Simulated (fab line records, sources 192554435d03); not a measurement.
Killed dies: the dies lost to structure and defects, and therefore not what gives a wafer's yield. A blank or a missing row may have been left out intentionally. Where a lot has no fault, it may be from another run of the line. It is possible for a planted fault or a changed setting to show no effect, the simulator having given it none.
Matching of chambers | flow n5Finfet | N5_BEOL_M9_STRIP_19 on rieDiel-04: 4 sister chambers
The step strips in O2. 8 wafers are shown with their chamber, then 11 later ones without.

EACH WAFER AND ITS CHAMBER
wafer  | chamber | drypumpMotorCurrentA (A) | showerheadPlenumPTorr (Torr)
L077.6 | 3       | 5.7                      | 2.06
L081.1 | 1       | 6.3                      | 2.24
L081.6 | 1       | 6.3                      | 2.24
L082.1 | 0       | 5.8                      | 2.06
L084.1 | 3       | 5.6                      | 2.05
L084.3 | 0       | 5.8                      | 2.06
L084.4 | 2       | 5.2                      | 2.18
L085.1 | 2       | 5.2                      | 2.18

WAFERS WITH NO CHAMBER GIVEN
wafer  | drypumpMotorCurrentA (A) | showerheadPlenumPTorr (Torr)
L085.4 | 6.2                      | 2.23
L085.6 | 5.2                      | 2.18
L076.3 | 5.8                      | 2.06
L076.4 | 5.7                      | 2.05
L076.6 | 6.3                      | 2.23
L091.2 | 5.6                      | 2.05
L091.5 | 5.6                      | 2.05
L091.6 | 5.8                      | 2.06
L096.2 | 5.2                      | 2.17
L096.5 | 5.2                      | 2.17
L096.6 | 6.3                      | 2.23

THE CHAMBER EACH PASSED THROUGH
wafer  | from the rows above | in truth
L085.4 | 1                   | 1
L085.6 | 2                   | 2
L076.3 | 0                   | 0
L076.4 | 3                   | 3
L076.6 | 1                   | 1
L091.2 | 3                   | 3
L091.5 | 3                   | 3
L091.6 | 0                   | 0
L096.2 | 2                   | 2
L096.5 | 2                   | 2
L096.6 | 1                   | 1
Correct placement for 11 of the 11. From these rows, 0 cannot be placed. Placed wrongly: 0.
How it was worked out, from the rows above alone: a wafer's distance from a chamber is the root of the sum, over the readings, of the square of ((its reading less the chamber's mean) divided by the reading's scatter). If the next closest chamber is less than 2 further off than the closest, the wafer can't be placed; otherwise it belongs to the closest. The mean given for a chamber averages the wafers shown for that chamber. How the scatter is found: for the shown wafers, subtract from each reading the mean of its chamber, square and add these, divide the total by (wafers less chambers), then take the root.
